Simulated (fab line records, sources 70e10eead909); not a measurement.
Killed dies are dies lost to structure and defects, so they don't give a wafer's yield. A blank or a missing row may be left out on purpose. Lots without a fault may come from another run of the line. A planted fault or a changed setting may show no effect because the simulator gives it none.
Which tool did it? | flow nand_harc | 14 lots, 42 wafers sampled, at 1 step of a route of 1302

WHAT THE GAUGES READ, wafer by wafer
NHARC_P_BONDPAD_CD_MEAS_13. Usual: cd_nm 498.5 nm, standard deviation 2.4.
lot  | measured     | on        | cd_nm (nm)        | flag
L658 | day 6 11:40  | cd_sem-01 | 500.7 494.8 500.2 |
L660 | day 7 12:20  | cd_sem-01 | 498.3 494.0 500.8 |
L662 | day 8 17:25  | cd_sem-03 | 499.9 496.1 499.1 |
L664 | day 9 11:22  | cd_sem-03 | 497.1 502.1 498.4 |
L665 | day 9 22:31  | cd_sem-03 | 501.0 499.3 499.3 |
L666 | day 9 22:49  | cd_sem-01 | 497.4 497.5 499.6 |
L669 | day 11 08:10 | cd_sem-02 | 501.5 501.4 501.2 |
L675 | day 13 16:52 | cd_sem-03 | 499.3 498.0 497.0 |
L676 | day 14 09:14 | cd_sem-02 | 499.5 496.7 497.8 |
L677 | day 14 09:35 | cd_sem-03 | 498.6 495.2 497.8 |
L678 | day 14 23:19 | cd_sem-03 | 500.9 502.5 498.1 |
L679 | day 15 18:52 | cd_sem-03 | 493.8 499.5 500.4 |
L680 | day 16 06:16 | cd_sem-03 | 496.9 500.0 500.5 |
L681 | day 16 09:17 | cd_sem-03 | 499.0 496.0 496.5 |

WHICH TOOL RAN EACH LOT (tool, then ch and the chambers of the sampled wafers, then the start)
The record holds no process step before these readings.

WHAT THE TOOLS THEMSELVES READ (means of the sampled wafers that have a number; where no wafer has one, the mark that the record gives instead)
The record holds no such reading with a usual standard deviation.

THE ANSWER, worked out from the rows above alone
Rule: a lot is off if the mean of its wafers that have a number lies more than 3 standard deviations from the usual mean. A lot without any number at a reading at which 4 lots or more have one is off too. The other lots that the step has rows for count as sound. The gauges are gone through in route order, then the tools' own readings, and for those a lot's mean is taken as printed above. The first step at which some lot is off is used, and at that step the reading that is off furthest; a lot without a number counts as furthest.
No lot is off at any reading shown: from this, nothing can be told.

WHAT THE SIMULATOR HAD PUT IN
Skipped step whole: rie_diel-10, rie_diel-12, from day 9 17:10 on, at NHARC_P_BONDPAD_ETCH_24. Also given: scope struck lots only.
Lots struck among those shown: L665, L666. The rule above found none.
